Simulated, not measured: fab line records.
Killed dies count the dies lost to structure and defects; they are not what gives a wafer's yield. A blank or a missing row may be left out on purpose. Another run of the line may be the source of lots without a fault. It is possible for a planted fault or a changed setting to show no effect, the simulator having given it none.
fab line records ; flow nand-harc ; part 1 of 2: steps 1 to 20 of 28
record lots=5; wafers=15; last-day=28
route steps=1302 shown A_STAIRCASE@827
lots that met no fault: from a run of the same line without faults
start-h: the number of hours between the record's first day and the start of the first shown wafer of the lot ; wait-h: hours from the lot's prior step to this one ; " same as the row above ; L1.1+2: several wafers, shown together as one row ; - no value, or no start given ; * or withheld: withheld ; < > ~ a bound
route shown NAME@n: names a module that has steps shown in the file, with the first one's number in the route ; usual: the fault-free wafers' mean and standard deviation ; same: alike in all rows ; chamber/n: place in a boat ; sites: readings site by site ; _std_site: standard deviation across them ; _edge_site: the outer-site mean with the inner-site mean subtracted ; radius-mm: how far each site lies from the wafer's centre ; mask NAME#n: copy n ; behind: the tool/chamber that last shaped the wafer ; hold: cause of the lot's hold/its duration in hours/its outcome ; device: whichever transistor did not switch (one of n, p or np) ; end of line: tests run on the same wafers once the route is complete ; a step with no rows: only its recipe ; killed: at the first sort, the dies lost to defects and structure; wafer yield is something else ; map: a wafer's dies, marking killed ones x, the rest . and places with no die _
set.NAME: the run value of the setting; set.NAME@STEP: its run value at that earlier step ; model.NAME: the simulator's own value behind a step, which no gauge read
lots seen at some steps along the route; tables by step, rows by wafer
services: when a tool's chamber went out of use (start-h, in hours from the record's first day, below 0 if earlier), for how many hours, and the reason
## steps
# step NHARC_A_STAIRCASE_DEVELOP_309
# recipe time-s=140
# usual exhaust-pa=45.3/0.81
lot.wafer;tool;chamber;start-h;wait-h;exhaust-pa
L075.1;litho-track-02;0;-;-;45.3
L075.4;litho-track-02;0;-;-;44.6
L075.5;litho-track-02;0;-;-;44.8
L077.2;litho-track-02;0;-;-;45.7
L077.3;litho-track-02;0;-;-;44.9
L077.4;litho-track-02;0;-;-;44.0
L082.4;litho-track-07;0;-;-;45.3
L082.5;litho-track-07;0;-;-;43.8
L082.6;litho-track-07;0;-;-;43.7
L083.1;litho-track-02;0;-;-;45.2
L083.2;litho-track-02;0;-;-;45.0
L083.6;litho-track-02;0;-;-;44.9
L084.1;litho-track-02;0;-;-;45.0
L084.4;litho-track-02;0;-;-;45.1
L084.5;litho-track-02;0;-;-;46.2
# step NHARC_A_STAIRCASE_HARDBAKE_311
# recipe temp-c=120; time-s=140
# usual exhaust-pa=45.1/0.88
lot.wafer;tool;chamber;start-h;wait-h;exhaust-pa
L075.1;litho-track-07;0;390.29;-;44.5
L075.4;litho-track-07;0;390.29;-;46.2
L075.5;litho-track-07;0;390.29;-;45.5
L077.2;litho-track-02;0;427.60;-;45.5
L077.3;litho-track-02;0;427.60;-;45.3
L077.4;litho-track-02;0;427.60;-;44.2
L082.4;litho-track-07;0;454.37;-;46.0
L082.5;litho-track-07;0;454.37;-;46.1
L082.6;litho-track-07;0;454.37;-;46.4
L083.1;litho-track-03;0;468.31;-;44.0
L083.2;litho-track-03;0;468.31;-;45.1
L083.6;litho-track-03;0;468.31;-;46.3
L084.1;litho-track-07;0;490.98;-;44.2
L084.4;litho-track-07;0;490.98;-;42.7
L084.5;litho-track-07;0;490.98;-;45.4
# step NHARC_A_STAIRCASE_DESCUM_312
# recipe time-s=3; o2-flow-sccm=200; ar-flow-sccm=0; bias-power-w=0; chemistry=O2
# usual drypump-motor-current-A=5.6/0.3; o2-flow-sccm=199.9/0.6; oes-product-au=1.001/0.0066; rf-vpp-V=57.8/0.94; showerhead-plenum-p-Torr=1.92/0.082; throttle-valve-pct=11.311/0.0095
lot.wafer;tool;chamber;start-h;wait-h;drypump-motor-current-A;o2-flow-sccm;oes-product-au;rf-hours-counter-h;rf-vpp-V;showerhead-plenum-p-Torr;throttle-valve-pct
L075.4;rie-diel-02;1;391.15;-;5.7;199.5;0.999;52;57.5;1.81;11.320
L075.1;rie-diel-02;0;391.15;-;5.2;201.0;1.006;52;57.2;1.83;11.303
L075.5;rie-diel-02;1;391.15;-;5.7;198.8;0.996;-;57.2;1.81;11.324
L077.2;rie-diel-09;3;427.69;-;5.2;199.1;1.006;38;57.6;1.91;11.302
L077.3;rie-diel-09;0;427.69;-;5.7;200.0;0.998;37;58.3;1.99;11.319
L077.4;rie-diel-09;1;427.69;-;5.7;199.9;1.007;33;57.2;2.03;11.324
L082.4;rie-diel-09;3;454.45;-;5.2;199.5;1.001;49;57.0;1.91;11.308
L082.5;rie-diel-09;2;454.45;-;5.8;201.3;1.007;-;56.8;1.88;11.313
L082.6;rie-diel-09;3;454.45;-;5.2;199.5;1.002;-;58.4;1.91;11.317
L083.1;rie-diel-09;2;468.40;-;5.7;200.7;1.003;48;57.7;1.88;11.307
L083.2;rie-diel-09;1;468.40;-;5.7;199.4;1.006;47;57.5;2.03;11.287
L083.6;rie-diel-09;2;468.40;-;5.7;199.1;1.005;-;58.1;1.88;11.308
L084.4;rie-diel-09;3;491.08;-;5.2;199.5;1.014;61;57.9;1.90;11.310
L084.1;rie-diel-09;0;491.08;-;5.8;199.8;1.003;58;58.2;1.98;11.302
L084.5;rie-diel-09;2;491.08;-;5.8;201.3;1.008;-;59.6;1.88;11.309
# step NHARC_A_STAIRCASE_ETCH_313
# recipe cf4-flow-sccm=100; chf3-flow-sccm=30; ar-flow-sccm=0; rf-w=500; bias-w=200; chemistry=CF4/CHF3
# usual drypump-motor-current-A=5.6/0.3; oes-product-au=0.935/0.017; rf-fwd-power-W=497.1/1.6; rf-vpp-V=370.8/2.3; showerhead-plenum-p-Torr=1.58/0.066; throttle-valve-pct=16.803/0.0092
lot.wafer;tool;chamber;start-h;wait-h;drypump-motor-current-A;oes-product-au;rf-fwd-power-W;rf-hours-counter-h;rf-vpp-V;showerhead-plenum-p-Torr;throttle-valve-pct
L075.4;rie-diel-02;2;391.29;0.1;5.8;0.945;498.1;55;372.3;1.60;16.816
L075.1;rie-diel-02;0;391.29;0.1;5.2;0.941;496.7;53;369.0;1.51;16.789
L075.5;rie-diel-02;2;391.29;0.1;5.8;0.944;496.4;-;372.4;1.60;16.808
L077.3;rie-diel-09;0;427.82;0.1;5.7;0.934;497.9;37;374.0;1.63;16.805
L077.4;rie-diel-09;1;427.82;0.1;5.6;0.923;497.3;33;373.5;1.66;16.811
L077.2;rie-diel-09;3;427.82;0.1;5.2;0.921;495.4;39;369.6;1.57;16.797
L082.4;rie-diel-09;3;454.53;0.1;5.2;0.923;495.1;49;370.3;1.57;16.822
L082.6;rie-diel-09;3;454.53;0.1;5.2;0.922;496.8;-;370.5;1.57;16.785
L082.5;rie-diel-09;0;454.53;0.1;5.8;0.930;498.1;-;373.7;1.63;16.803
L083.2;rie-diel-09;2;468.49;0.1;5.7;0.923;494.9;48;369.6;1.55;16.798
L083.1;rie-diel-09;0;468.49;0.1;5.7;0.931;496.2;51;373.8;1.63;16.805
L083.6;rie-diel-09;3;468.49;0.1;5.2;0.928;494.9;-;371.9;1.57;16.795
L084.1;rie-diel-09;0;491.16;0.1;5.8;0.930;496.5;58;371.3;1.63;16.792
L084.4;rie-diel-09;2;491.16;0.1;5.8;0.930;498.0;57;370.0;1.55;16.794
L084.5;rie-diel-09;0;491.16;0.1;5.7;0.933;495.3;-;371.7;1.63;16.791
# step NHARC_A_STAIRCASE_HM_OPEN_463
# recipe o2-flow-sccm=400; cos-flow-sccm=20; ar-flow-sccm=0; rf-w=500; bias-w=300; chemistry=O2/COS
# usual drypump-motor-current-A=5.6/0.31; o2-flow-sccm=399.8/1.2; oes-product-au=1.002/0.0071; rf-fwd-power-W=499.1/1.4; rf-vpp-V=467.2/2.9; showerhead-plenum-p-Torr=3.12/0.13; throttle-valve-pct=28.330/0.0083
lot.wafer;tool;chamber;start-h;wait-h;drypump-motor-current-A;o2-flow-sccm;oes-product-au;rf-fwd-power-W;rf-hours-counter-h;rf-vpp-V;showerhead-plenum-p-Torr;throttle-valve-pct
L075.1;rie-diel-02;2;-;-;5.7;401.1;1.006;498.9;55;470.1;3.18;28.335
L075.4;rie-diel-02;3;-;-;5.1;402.4;1.001;499.4;54;461.5;2.88;28.318
L075.5;rie-diel-02;1;-;-;5.7;401.5;0.998;501.0;-;463.3;2.97;28.318
L077.3;rie-diel-09;2;-;-;5.8;399.4;1.004;499.6;34;465.2;3.08;28.339
L077.4;rie-diel-09;3;-;-;5.2;400.5;0.992;498.0;39;467.1;3.12;28.328
L077.2;rie-diel-09;1;-;-;5.7;397.9;1.004;500.0;33;471.4;3.30;28.342
L082.4;rie-diel-09;2;-;-;5.7;401.2;0.994;499.2;44;465.4;3.07;28.314
L082.6;rie-diel-09;0;-;-;5.8;398.5;1.007;500.3;-;469.6;3.23;28.326
L082.5;rie-diel-09;1;-;-;5.7;398.8;0.996;498.2;-;470.9;3.30;28.322
L083.2;rie-diel-09;1;-;-;5.7;400.6;0.995;498.0;47;470.9;3.29;28.329
L083.1;rie-diel-09;3;-;-;5.2;399.7;0.999;499.3;53;467.1;3.11;28.325
L083.6;rie-diel-09;0;-;-;5.7;399.2;1.001;500.1;-;468.4;3.23;28.329
L084.4;rie-diel-09;1;-;-;5.6;400.1;1.009;498.5;54;471.0;3.29;28.322
L084.1;rie-diel-09;2;-;-;5.8;398.7;1.005;497.6;57;466.9;3.07;28.333
L084.5;rie-diel-09;2;-;-;5.8;399.7;0.996;496.9;-;466.6;3.07;28.330
# step NHARC_A_STAIRCASE_STRIP_464
# recipe o2-flow-sccm=400; cos-flow-sccm=20; ar-flow-sccm=0; bias-w=0; chemistry=O2/COS
lot.wafer;tool;chamber;start-h;wait-h
L075.4+1+5;rie-diel-02;1,0,2;-;-
L077.3+4+2;rie-diel-09;3,0,1;-;-
L082.4+5+6;rie-diel-09;1,3,0;-;-
L083.2+1+6;rie-diel-09;0,3,0;-;-
L084.4+1+5;rie-diel-09;2,0,2;-;-
# step NHARC_A_STAIRCASE_ETCH_453
# recipe target-depth-a=300; overetch-a=30; time-s=16.5; ion-energy-ev=100; cf4-flow-sccm=80; o2-flow-sccm=20; ar-flow-sccm=0; rf-w=300; bias-w=100; chemistry=CF4/O2
# usual drypump-motor-current-A=5.6/0.31; o2-flow-sccm=19.99/0.06; oes-product-au=1.001/0.0064; rf-fwd-power-W=294.3/1.8; rf-vpp-V=197.8/1.4; showerhead-plenum-p-Torr=1.34/0.057; throttle-valve-pct=13.397/0.01
lot.wafer;tool;chamber;start-h;wait-h;drypump-motor-current-A;o2-flow-sccm;oes-product-au;rf-fwd-power-W;rf-hours-counter-h;rf-vpp-V;showerhead-plenum-p-Torr;throttle-valve-pct
L075.4;rie-diel-02;1;-;-;5.7;19.83;0.999;295.7;52;197.2;1.27;13.388
L075.1;rie-diel-02;2;-;-;5.7;19.93;0.990;292.5;56;198.6;1.36;13.396
L075.5;rie-diel-02;1;-;-;5.7;19.99;0.995;293.7;-;196.5;1.27;13.375
L077.2;rie-diel-09;0;-;-;5.8;19.98;0.993;293.4;37;199.0;1.38;13.385
L077.4;rie-diel-09;1;-;-;5.7;20.02;1.002;293.6;33;198.1;1.41;13.377
L077.3;rie-diel-09;2;-;-;5.8;20.06;0.999;291.8;34;197.4;1.32;13.407
L082.4;rie-diel-09;2;-;-;5.7;19.99;1.011;292.9;44;197.1;1.31;13.404
L082.6;rie-diel-09;1;-;-;5.7;19.89;0.991;294.4;-;199.5;1.41;13.396
L082.5;rie-diel-09;2;-;-;5.7;19.95;1.006;294.1;-;197.2;1.31;13.398
L083.2;rie-diel-09;2;-;-;5.8;19.95;1.001;293.7;48;196.7;1.31;13.377
L083.1;rie-diel-09;3;-;-;5.2;20.00;0.997;294.1;53;197.7;1.33;13.401
L083.6;rie-diel-09;0;-;-;5.8;19.99;0.989;291.7;-;197.6;1.38;13.410
L084.1;rie-diel-09;2;-;-;5.8;19.92;1.004;290.9;57;198.2;1.31;13.411
L084.4;rie-diel-09;0;-;-;5.8;20.00;1.004;293.2;58;199.8;1.38;13.421
L084.5;rie-diel-09;2;-;-;5.8;19.90;1.004;291.0;-;196.0;1.31;13.398
# step NHARC_A_STAIRCASE_ETCH_315
# recipe target-depth-a=25000; time-s=607.1; ion-energy-ev=800; c4f8-flow-sccm=80; o2-flow-sccm=60; ar-flow-sccm=withheld; rf-w=600; bias-w=3000; chemistry=C4F8/O2/Ar
# usual oes-product-au=0.932/0.0084; rf-fwd-power-W=599.1/1.8; rf-vpp-V=1828/11
lot.wafer;tool;chamber;start-h;wait-h;oes-product-au;rf-fwd-power-W;rf-hours-counter-h;rf-vpp-V
L075.4;rie-diel-02;1;-;-;0.931;601.7;53;1814
L075.1;rie-diel-02;0;-;-;0.937;600.2;53;1816
L075.5;rie-diel-02;1;-;-;0.929;597.9;-;1816
L077.3;rie-diel-09;1;-;-;0.941;598.3;33;1842
L077.4;rie-diel-09;2;-;-;0.945;595.2;34;1823
L077.2;rie-diel-09;3;-;-;0.940;598.0;39;1828
L082.4;rie-diel-09;1;-;-;0.927;600.5;40;1842
L082.5;rie-diel-09;0;-;-;0.926;597.6;-;1838
L082.6;rie-diel-09;1;-;-;0.929;601.9;-;1843
L083.1;rie-diel-09;1;-;-;0.932;598.1;47;1842
L083.2;rie-diel-09;3;-;-;0.939;598.2;53;1826
L083.6;rie-diel-09;1;-;-;0.925;600.4;-;1840
L084.4;rie-diel-09;1;-;-;0.943;596.1;54;1839
L084.1;rie-diel-09;2;-;-;0.928;601.3;57;1823
L084.5;rie-diel-09;2;-;-;0.930;595.8;-;1822
# step NHARC_A_STAIRCASE_STRIP_316
# recipe o2-flow-sccm=500; ar-flow-sccm=0; bias-w=0; chemistry=O2
# usual drypump-motor-current-A=5.6/0.32; o2-flow-sccm=499.7/1.6; oes-product-au=1.001/0.0069; rf-vpp-V=57.9/0.94; showerhead-plenum-p-Torr=3.53/0.15; throttle-valve-pct=17.035/0.0098
lot.wafer;tool;chamber;start-h;wait-h;drypump-motor-current-A;o2-flow-sccm;oes-product-au;rf-hours-counter-h;rf-vpp-V;showerhead-plenum-p-Torr;throttle-valve-pct
L075.1;rie-diel-02;3;-;-;5.1;498.3;0.997;54;57.6;3.26;17.037
L075.4;rie-diel-02;1;-;-;5.7;501.1;1.008;53;57.9;3.35;17.028
L075.5;rie-diel-02;3;-;-;5.1;502.4;0.996;-;56.7;3.26;17.027
L077.4;rie-diel-09;3;-;-;5.2;501.2;0.995;39;57.8;3.52;17.028
L077.2;rie-diel-09;0;-;-;5.8;501.6;0.995;38;59.0;3.65;17.056
L077.3;rie-diel-09;1;-;-;5.7;501.1;0.995;33;60.0;3.73;17.024
L082.4;rie-diel-09;0;-;-;5.8;499.0;0.997;45;57.9;3.65;17.030
L082.5;rie-diel-09;3;-;-;5.2;501.0;0.992;-;58.6;3.52;17.049
L082.6;rie-diel-09;0;-;-;5.8;501.7;0.996;-;59.7;3.65;17.045
L083.1;rie-diel-09;3;-;-;5.2;499.0;0.998;53;58.3;3.52;17.038
L083.2;rie-diel-09;2;-;-;5.7;498.8;0.986;49;58.5;3.47;17.022
L083.6;rie-diel-09;3;-;-;5.2;499.2;1.002;-;58.1;3.52;17.042
L084.1;rie-diel-09;3;-;-;5.2;500.5;1.000;61;57.0;3.51;17.035
L084.4;rie-diel-09;0;-;-;5.8;500.6;1.011;59;59.7;3.64;17.049
L084.5;rie-diel-09;2;-;-;5.8;498.2;1.001;-;57.5;3.47;17.034
# step NHARC_A_STAIRCASE_STRIP_317
# recipe time-s=900; temp-c=130; chemistry=SPM
lot.wafer;tool;chamber;start-h;wait-h
L075.1+4+5;wet-bench-04;6,0,3;392.58;-
L077.4+2+3;wet-bench-04;0,3,5;429.47;-
L082.4+5+6;wet-bench-06;7,1,2;455.80;-
L083.6+1+2;wet-bench-04;7,0,2;469.83;-
L084.4+1+5;wet-bench-06;4,5,7;492.44;-
# step NHARC_A_STAIRCASE_PRECLEAN_318
# recipe time-s=*; temp-c=50; bath-age-min=0; chemistry=SC1
lot.wafer;tool;chamber;start-h;wait-h
L075.1+4+5;wet-bench-04;6,0,3;-;-
L077.4+2+3;wet-bench-04;0,3,5;-;-
L082.4+5+6;wet-bench-06;7,1,2;-;-
L083.6+1+2;wet-bench-04;7,0,2;-;-
L084.4+1+5;wet-bench-06;4,5,7;-;-
# step NHARC_A_STAIRCASE_SRD_329
lot.wafer;tool;chamber;start-h;wait-h
L075.1+4+5;wet-bench-04;6,0,3;-;-
L077.4+2+3;wet-bench-04;0,3,5;-;-
L082.4+5+6;wet-bench-06;7,1,2;-;-
L083.6+1+2;wet-bench-04;7,0,2;-;-
L084.4+1+5;wet-bench-06;4,5,7;-;-
# step NHARC_A_STAIRCASE_ALD_415
# recipe target-thk-a=300; pulse-time-s=6; ald-cycles=300; temp-c=300; material=SiO2
# usual heater-power-w=479/46; precursor-pulse-height-rel=0.997/0.022
lot.wafer;tool;chamber;start-h;wait-h;heater-power-w;precursor-pulse-height-rel
L075.4;ald-hk-04;2;393.11;0.1;457;0.992
L075.1;ald-hk-04;0;393.11;0.1;480;1.011
L075.5;ald-hk-04;2;393.11;0.1;459;0.982
L077.4;ald-hk-04;1;429.99;0.1;551;0.978
L077.3;ald-hk-04;2;429.99;0.1;446;1.002
L077.2;ald-hk-04;0;429.99;0.1;475;0.995
L082.4;ald-hk-04;0;456.77;0.5;469;0.995
L082.5;ald-hk-04;2;456.77;0.5;453;1.044
L082.6;ald-hk-04;3;456.77;0.5;396;1.013
L083.2;ald-hk-03;0;470.82;0.5;491;1.009
L083.1;ald-hk-03;1;470.82;0.5;486;1.010
L083.6;ald-hk-03;3;470.82;0.5;530;0.989
L084.1;ald-hk-02;1;493.17;0.3;496;0.968
L084.4;ald-hk-02;3;493.17;0.3;444;1.010
L084.5;ald-hk-02;0;493.17;0.3;522;0.976
# step NHARC_A_STAIRCASE_ETCHBACK_416
# recipe target-depth-a=360; time-s=7.2; c4f8-flow-sccm=withheld; o2-flow-sccm=8; ar-flow-sccm=withheld; rf-w=600; bias-w=800; chemistry=C4F8/O2/Ar
# usual oes-product-au=0.928/0.012; rf-fwd-power-W=586.5/2.8; rf-vpp-V=723/4.6
lot.wafer;tool;chamber;start-h;wait-h;oes-product-au;rf-fwd-power-W;rf-hours-counter-h;rf-vpp-V
L075.4;rie-diel-09;2;-;-;0.927;585.9;20;721
L075.1;rie-diel-09;3;-;-;0.930;586.6;26;723
L075.5;rie-diel-09;1;-;-;0.942;584.6;-;729
L077.4;rie-diel-09;0;-;-;0.926;585.5;39;727
L077.3;rie-diel-09;1;-;-;0.922;586.6;34;728
L077.2;rie-diel-09;2;-;-;0.930;583.4;36;721
L082.4;rie-diel-02;3;-;-;0.920;585.2;16;731
L082.5;rie-diel-02;3;-;-;0.921;585.0;-;731
L082.6;rie-diel-02;0;-;-;0.912;584.6;-;718
L083.2;rie-diel-06;2;-;-;0.924;591.6;58;728
L083.1;rie-diel-06;1;-;-;0.927;587.8;57;717
L083.6;rie-diel-06;3;-;-;0.916;589.0;-;727
L084.4;rie-diel-02;3;-;-;0.926;586.2;26;731
L084.1;rie-diel-02;0;-;-;0.926;582.8;26;719
L084.5;rie-diel-02;2;-;-;0.918;585.7;-;724
# step NHARC_A_STAIRCASE_STRIP_476
# recipe time-s=20; o2-flow-sccm=500; ar-flow-sccm=0; bias-w=0; chemistry=O2
# usual drypump-motor-current-A=5.6/0.32; o2-flow-sccm=500.0/1.5; oes-product-au=0.999/0.0071; rf-vpp-V=57.7/0.87; showerhead-plenum-p-Torr=3.53/0.16; throttle-valve-pct=17.036/0.0094
lot.wafer;tool;chamber;start-h;wait-h;drypump-motor-current-A;o2-flow-sccm;oes-product-au;rf-hours-counter-h;rf-vpp-V;showerhead-plenum-p-Torr;throttle-valve-pct
L075.4;rie-diel-09;0;395.26;0.1;5.8;500.3;1.001;26;56.9;3.66;17.026
L075.1;rie-diel-09;2;395.26;0.1;5.8;499.1;1.008;20;57.0;3.49;17.030
L075.5;rie-diel-09;1;395.26;0.1;5.7;498.4;1.011;-;59.9;3.74;17.036
L077.4;rie-diel-09;1;432.15;0.1;5.7;498.8;0.999;34;58.0;3.73;17.028
L077.2;rie-diel-09;2;432.15;0.1;5.7;499.0;0.997;36;58.2;3.48;17.037
L077.3;rie-diel-09;0;432.15;0.1;5.8;500.3;0.996;39;56.8;3.65;17.049
L082.4;rie-diel-02;0;458.47;0.1;5.2;502.1;0.984;17;57.1;3.38;17.037
L082.6;rie-diel-02;3;458.47;0.1;5.1;499.9;0.985;-;58.9;3.80;17.021
L082.5;rie-diel-02;0;458.47;0.1;5.3;502.6;0.995;-;57.7;3.38;17.034
L083.1;rie-diel-06;2;473.58;0.2;5.8;500.8;1.018;58;57.9;3.71;17.034
L083.2;rie-diel-06;0;473.58;0.2;6.2;500.2;1.005;58;58.4;3.52;17.025
L083.6;rie-diel-06;3;473.58;0.2;5.8;497.7;1.003;-;58.3;3.58;17.054
L084.4;rie-diel-02;1;495.10;0.1;5.7;501.5;1.004;28;55.4;3.34;17.056
L084.1;rie-diel-02;3;495.10;0.1;5.1;496.5;1.005;26;57.1;3.79;17.051
L084.5;rie-diel-02;1;495.10;0.1;5.7;500.0;0.998;-;57.5;3.34;17.029
# step NHARC_A_STAIRCASE_DEP_417
# recipe target-thk-a=600; step-coverage-pct=20; temp-c=400; target-thk-nm=60; flow-sccm=200; rf-w=450; material=Si3N4
# usual heater-power-w=741/53; rf-fwd-power-W=448.7/1.4
lot.wafer;tool;chamber;start-h;wait-h;heater-power-w;rf-fwd-power-W
L075.1;pecvd-02;1;395.40;-;684;446.8
L075.4;pecvd-02;1;395.40;-;708;447.4
L075.5;pecvd-02;2;395.40;-;738;447.1
L077.2;pecvd-04;2;432.29;-;762;447.2
L077.3;pecvd-04;0;432.29;-;772;450.9
L077.4;pecvd-04;2;432.29;-;744;447.4
L082.6;pecvd-03;2;458.70;-;720;450.5
L082.5;pecvd-03;0;458.70;-;759;447.3
L082.4;pecvd-03;1;458.70;-;654;448.1
L083.2;pecvd-04;0;473.67;-;744;448.6
L083.1;pecvd-04;2;473.67;-;779;449.1
L083.6;pecvd-04;1;473.67;-;792;448.5
L084.1;pecvd-03;2;495.29;-;776;448.9
L084.4;pecvd-03;0;495.29;-;739;447.9
L084.5;pecvd-03;1;495.29;-;754;449.2
# step NHARC_A_STAIRCASE_WET_418
# recipe temp-c=160; target-depth-a=200; chemistry=H3PO4
lot.wafer;tool;chamber;start-h;wait-h
L075.1+4+5;wet-h3po4-02;1;397.14;-
L077.2+3+4;wet-h3po4-02;0;434.24;-
L082.4+5+6;wet-h3po4-01;0;460.56;-
L083.1+2+6;wet-h3po4-01;1;475.67;-
L084.1+4+5;wet-h3po4-02;0;497.19;-
# step NHARC_A_STAIRCASE_PRECLEAN_419
# recipe time-s=*; temp-c=50; bath-age-min=0; chemistry=SC1
lot.wafer;tool;chamber;start-h;wait-h
L075.5+4+1;wet-bench-01;6,7,1;397.73;0.0
L077.4+2+3;wet-bench-01;2,4,5;434.82;0.0
L082.6+5+4;wet-bench-06;2,4,5;461.13;0.0
L083.1+2+6;wet-bench-04;0,2,4;476.24;0.0
L084.5+1+4;wet-bench-06;3,4,6;497.76;0.0
# step NHARC_A_STAIRCASE_SRD_421
lot.wafer;tool;chamber;start-h;wait-h
L075.5+4+1;wet-bench-01;6,7,1;-;-
L077.4+2+3;wet-bench-01;2,4,5;-;-
L082.6+5+4;wet-bench-06;2,4,5;-;-
L083.1+2+6;wet-bench-04;0,2,4;-;-
L084.5+1+4;wet-bench-06;3,4,6;-;-
# step NHARC_A_STAIRCASE_ALD_420
# recipe target-thk-a=200; pulse-time-s=6; ald-cycles=200; temp-c=300; material=SiO2
# usual heater-power-w=482/41; precursor-pulse-height-rel=1.000/0.02
lot.wafer;tool;chamber;start-h;wait-h;heater-power-w;precursor-pulse-height-rel
L075.1;ald-hk-04;2;398.81;-;445;0.989
L075.4;ald-hk-04;0;398.81;-;487;0.986
L075.5;ald-hk-04;3;398.81;-;409;1.008
L077.4;ald-hk-02;0;434.95;-;507;1.012
L077.3;ald-hk-02;1;434.95;-;500;1.030
L077.2;ald-hk-02;2;434.95;-;521;1.021
L082.4;ald-hk-03;3;461.28;-;498;1.017
L082.5;ald-hk-03;3;461.28;-;516;1.016
L082.6;ald-hk-03;0;461.28;-;475;0.983
L083.1;ald-hk-03;3;476.38;-;519;0.981
L083.2;ald-hk-03;2;476.38;-;460;1.007
L083.6;ald-hk-03;3;476.38;-;527;1.028
L084.4;ald-hk-02;1;498.23;-;509;0.976
L084.1;ald-hk-02;2;498.23;-;545;1.025
L084.5;ald-hk-02;3;498.23;-;454;0.983
